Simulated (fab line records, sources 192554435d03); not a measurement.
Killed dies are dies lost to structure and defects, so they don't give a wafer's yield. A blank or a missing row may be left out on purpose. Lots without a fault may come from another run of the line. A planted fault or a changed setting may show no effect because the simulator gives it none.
A struck lot beside a sound one | flow n5_finfet | 20 steps out of a route of 1938
Sound: wafers L469.1, L469.4, L469.5. Struck: wafers L473.3, L473.4, L473.6. The cause comes at the end.
At each step with rows: each side's tool, then ch and its chambers, then its first start. Under that, the readings that differ: sound wafers | struck wafers | difference of the means | sigmas: that difference in standard deviations of wafers without a fault.
alike: readings whose means differ by less than 2 such deviations, and words and numbers that are the same on both sides. not compared: withheld readings, readings that some wafer has no value for, bounds like >300 that may hide the same value, and numbers for which the record gives no deviation and whose values overlap.
The two part at a step that has a row with sigmas, a row that says differs or no value, or rows on one side only. Numbers that don't overlap but have no deviation are shown without sigmas and don't part them. A reading that every wafer of one side lacks parts them only if that side has two wafers or more.

first, 8 steps without rows for these wafers: N5_FIN_SAQP_STRIP_77 (strips in N2/H2, time 90 s); N5_FIN_SAQP_ETCH_64 (etches SiO2 in CF4, target depth 1.5 nm); N5_FIN_SAQP_FIN_ETCH_36 (etches the open film in HBr/Cl2/O2, target depth 120 nm, time 50.4 s); N5_FIN_SAQP_PRECLEAN_38 (cleans in O3/DIW, time 45 s); N5_FIN_SAQP_PRECLEAN_45 (cleans in dHF, time 10 s); N5_FIN_SAQP_SRD_39 (time 30 s); N5_FIN_CUT_COAT_18 (time 60 s, resist thk 230 nm); N5_FIN_CUT_COAT_19 (time 60 s, resist thk 20 nm).
N5_FIN_CUT_COAT_29: time 60 s, resist thk 10 nm.
  sound on litho_track-02 ch 0, day 4 03:08; struck on litho_track-02 ch 0, day 5 04:31
  reading                                         | sound                | struck               | difference | sigmas
  spin_speed_rpm (rpm)                            | 1501.5 1500.8 1501.6 | 1708.2 1710.3 1711.7 | +208.8     | +99 or more
  model.underlayer_of_FIN_CUT_COAT_29.thk_nm (nm) | 10 10 10             | 9.4 9.4 9.4          | -0.6       |
then, 7 steps without rows for these wafers: N5_FIN_CUT_COAT_02 (resist thk 30 nm); N5_FIN_CUT_EBR_04; N5_FIN_CUT_SOFTBAKE_03 (time 60 s); N5_FIN_CUT_EXPOSE_05 (exposes mask FIN CUT); N5_FIN_CUT_PEB_06 (peb time 60 s); N5_FIN_CUT_DEVELOP_07 (develop time 30 s); N5_FIN_CUT_DESCUM_13 (chemistry O2, time 7 s).
N5_FIN_CUT_ETCH_30: etches underlayer in N2/H2, target depth 13 nm, time 10.4 s.
  sound on rie_diel-03 ch 1,2,3, day 4 04:01; struck on rie_diel-04 ch 0,1,2, day 5 05:04
  reading                                      | sound             | struck            | difference | sigmas
  etch_rf_on_time_s (s)                        | 10.33 10.53 10.55 | 9.66 9.86 9.90    | -0.66      | -3
  model.CAR-EUV_of_FIN_CUT_COAT_02.thk_nm (nm) | 14.6 14.6 14.8    | 15.4 15.4 15.4    | +0.7       |
  model.etch.depth_nm (nm)                     | 9.951 9.973 9.975 | 9.375 9.362 9.367 | -0.598     |
  alike: drypump_motor_current_A, oes_product_au, rf_vpp_V, showerhead_plenum_p_Torr, throttle_valve_pct
  not compared: rf_hours_counter_h
N5_FIN_CUT_ETCH_20: etches SiARC in CF4, target depth 26 nm, time 43.3 s.
  sound on rie_diel-03 ch 1,2,3, day 4 04:02; struck on rie_diel-04 ch 0,1,2, day 5 05:05
  reading                                         | sound       | struck      | difference | sigmas
  model.underlayer_of_FIN_CUT_COAT_29.thk_nm (nm) | 9.2 9.2 9.2 | 8.6 8.6 8.6 | -0.6       |
  alike: drypump_motor_current_A, etch_rf_on_time_s, oes_product_au, rf_vpp_V, showerhead_plenum_p_Torr, throttle_valve_pct
  not compared: rf_hours_counter_h
then, 1 step without rows for these wafers: N5_FIN_CUT_ETCH_21 (etches SOC in N2/H2, target depth 219 nm, overetch 43.8 nm, time 523.5 s).
-- the record jumps here: 10 days lie between the struck wafers' starts before and after (it left off in module FIN_CUT and takes up again in module PASSIVATION, whose first step shown is number 1936 of the route) --
N5_PASSIVATION_PROBE_49:
  the record has rows for the struck wafers here (prober-01, day 15 10:23) and none for the sound ones

WHERE THEY PART
First at N5_FIN_CUT_COAT_29; last, within this record, at N5_PASSIVATION_PROBE_49.

WHY: what the simulator had put in
Process parameter drift: litho_track-02, from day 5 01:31 on, at N5_FIN_CUT_COAT_29. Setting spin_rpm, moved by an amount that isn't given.
